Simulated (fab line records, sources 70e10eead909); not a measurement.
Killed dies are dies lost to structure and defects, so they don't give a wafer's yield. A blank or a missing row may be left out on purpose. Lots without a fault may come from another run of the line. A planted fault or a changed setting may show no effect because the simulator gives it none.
Chamber matching | flow nand_harc | NHARC_A_SGD_CUT_DEP_00 on pecvd-03: 3 sister chambers
The step deposits SiNx, target thk 50 nm. 14 wafers are shown with their chamber, then 7 later ones without.

WAFERS WITH THEIR CHAMBER
wafer  | chamber | heater_power_w (W)
L658.1 | 2       | 795
L658.2 | 1       | 705
L658.6 | 1       | 703
L661.3 | 0       | 594
L661.4 | 2       | 703
L661.5 | 1       | 766
L663.3 | 1       | 708
L663.5 | 2       | 823
L663.6 | 0       | 548
L666.1 | 2       | 756
L666.3 | 0       | 565
L666.5 | 2       | 768
L668.1 | 0       | 626
L668.4 | 2       | 685

SIGNATURES (means of the wafers above)
reading        | chamber 0 | chamber 1 | chamber 2 | scatter within a chamber
heater_power_w | 583.25    | 720.50    | 755.00    | 42.9
Rule: a wafer's distance from a chamber is the root of the sum, over the readings, of the square of ((its reading less the chamber's mean) divided by the reading's scatter). The wafer belongs to the nearest chamber; if the next one is less than 2 further off, it can't be placed. The scatter: the root of (the sum of the squares of (reading less its chamber's mean) over the shown wafers, divided by (wafers less chambers)).

WAFERS WITHOUT THEIR CHAMBER
wafer  | heater_power_w (W)
L668.5 | 654
L669.1 | 649
L669.5 | 657
L669.6 | 649
L674.2 | 590
L674.4 | 785
L674.6 | 591

WHICH CHAMBER EACH WENT THROUGH
wafer  | from the rows above          | in truth
L668.5 | can't be placed: 1 or 0 or 2 | 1
L669.1 | can't be placed: 0 or 1 or 2 | 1
L669.5 | can't be placed: 1 or 0 or 2 | 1
L669.6 | can't be placed: 0 or 1 or 2 | 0
L674.2 | 0                            | 0
L674.4 | can't be placed: 2 or 1      | 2
L674.6 | 0                            | 0
Placed correctly: 2 of 7. Can't be placed from these rows: 5 (the true chamber is among the candidates in 5). Placed wrongly: 0.
